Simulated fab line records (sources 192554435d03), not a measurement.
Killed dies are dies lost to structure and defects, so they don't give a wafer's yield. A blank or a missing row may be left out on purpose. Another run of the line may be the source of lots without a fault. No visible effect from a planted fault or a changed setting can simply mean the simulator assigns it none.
Chamber matching + flow n5-finfet + pecvd-01 running N5_BEOL_M0_SAQP_PECVD_03: 3 sister chambers
The step deposits SiCN from 3MS/NH3, target thk 12 nm, time 21.1 s. 6 wafers are shown with their chamber, then 9 later ones without.

WAFERS, EACH WITH ITS CHAMBER
| wafer  | chamber | throttle-valve-pct (%) | showerhead-plenum-p-Torr (Torr) |
|--------|---------|------------------------|---------------------------------|
| L087.1 | 2       | 9.0                    | 3.673                           |
| L087.3 | 1       | 9.2                    | 3.656                           |
| L087.6 | 0       | 9.5                    | 3.679                           |
| L088.1 | 1       | 9.3                    | 3.659                           |
| L088.3 | 0       | 9.8                    | 3.684                           |
| L088.5 | 2       | 8.7                    | 3.682                           |

WAFERS WITHOUT THEIR CHAMBER
| wafer  | throttle-valve-pct (%) | showerhead-plenum-p-Torr (Torr) |
|--------|------------------------|---------------------------------|
| L090.1 | 8.7                    | 3.678                           |
| L090.2 | 9.4                    | 3.661                           |
| L090.5 | 9.2                    | 3.669                           |
| L092.2 | 8.5                    | 3.673                           |
| L092.5 | 9.3                    | 3.675                           |
| L092.6 | 9.6                    | 3.671                           |
| L097.2 | 9.6                    | 3.666                           |
| L097.5 | 9.4                    | 3.672                           |
| L097.6 | 8.8                    | 3.672                           |

WHICH CHAMBER EACH ONE RAN IN
| wafer  | from the rows above          | in truth |
|--------|------------------------------|----------|
| L090.1 | 2                            | 2        |
| L090.2 | 1                            | 1        |
| L090.5 | can't be placed: 1 or 2 or 0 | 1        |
| L092.2 | 2                            | 2        |
| L092.5 | can't be placed: 0 or 2 or 1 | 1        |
| L092.6 | can't be placed: 0 or 1      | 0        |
| L097.2 | can't be placed: 1 or 0      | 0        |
| L097.5 | can't be placed: 0 or 2 or 1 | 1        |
| L097.6 | 2                            | 2        |
4 of 9 placed correctly. From these rows, 5 cannot be placed; in 5 the true chamber is one of the candidates. 0 placed wrongly.
How it was worked out, from the rows above alone: a wafer's distance from a chamber is the root of the sum, over the readings, of the square of ((its reading less the chamber's mean) divided by the reading's scatter). The wafer belongs to the nearest chamber; if the next one is less than 2 further off, it can't be placed. Each chamber's mean is taken over the wafers shown for it. The scatter is the square root of a quotient: the sum, over the shown wafers, of each reading's squared deviation from its chamber's mean, divided by wafers minus chambers.
